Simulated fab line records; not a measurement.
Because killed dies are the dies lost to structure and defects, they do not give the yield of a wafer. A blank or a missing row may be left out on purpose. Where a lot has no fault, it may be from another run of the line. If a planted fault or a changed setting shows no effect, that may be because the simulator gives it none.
Matching of chambers -- flow nand-harc -- 4 sister chambers for NHARC_P_CONTACT_CMP_24 on cmp-02
The step polishes, t overpolish 30 s, target thk 200 nm. 8 wafers are shown with their chamber, then 9 later ones without.

== EACH WAFER AND ITS CHAMBER ==
wafer,chamber,motor-current-A (A),time-to-endpoint-s (s)
L081.6,0,13.1,35.5
L082.1,2,12.5,39.7
L082.3,0,13.7,42.7
L090.3,3,10.5,44.6
L090.6,1,12.3,38.2
L092.1,1,12.4,42.3
L092.5,2,14.0,42.8
L092.6,3,9.8,45.2

== WAFERS MISSING THEIR CHAMBER ==
wafer,motor-current-A (A),time-to-endpoint-s (s)
L096.1,10.6,45.5
L096.3,13.4,45.4
L096.4,12.4,37.9
L096.2,12.9,41.6
L096.5,13.1,41.8
L096.6,12.8,39.7
L097.2,14.2,42.9
L097.4,12.6,40.6
L097.5,12.5,42.6

== EACH ONE'S CHAMBER ==
wafer,from the rows above,in truth
L096.1,3,3
L096.3,can't be placed: 2 or 0 or 1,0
L096.4,can't be placed: 1 or 0 or 2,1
L096.2,can't be placed: 2 or 1 or 0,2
L096.5,can't be placed: 2 or 0 or 1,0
L096.6,can't be placed: 1 or 2 or 0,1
L097.2,can't be placed: 2 or 0 or 1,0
L097.4,can't be placed: 1 or 2 or 0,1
L097.5,can't be placed: 1 or 2 or 0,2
Correctly placed: 1 of 9. Not placeable from these rows: 8 (in 8, the candidates include the true chamber). Wrongly placed: 0.
How it was worked out, from the rows above alone: a wafer's distance from a chamber is the root of the sum, over the readings, of the square of ((its reading less the chamber's mean) divided by the reading's scatter). The wafer belongs to the nearest chamber; if the next one is less than 2 further off, it can't be placed. The mean given for a chamber averages the wafers shown for that chamber. The scatter: the root of (the sum of the squares of (reading less its chamber's mean) over the shown wafers, divided by (wafers less chambers)).
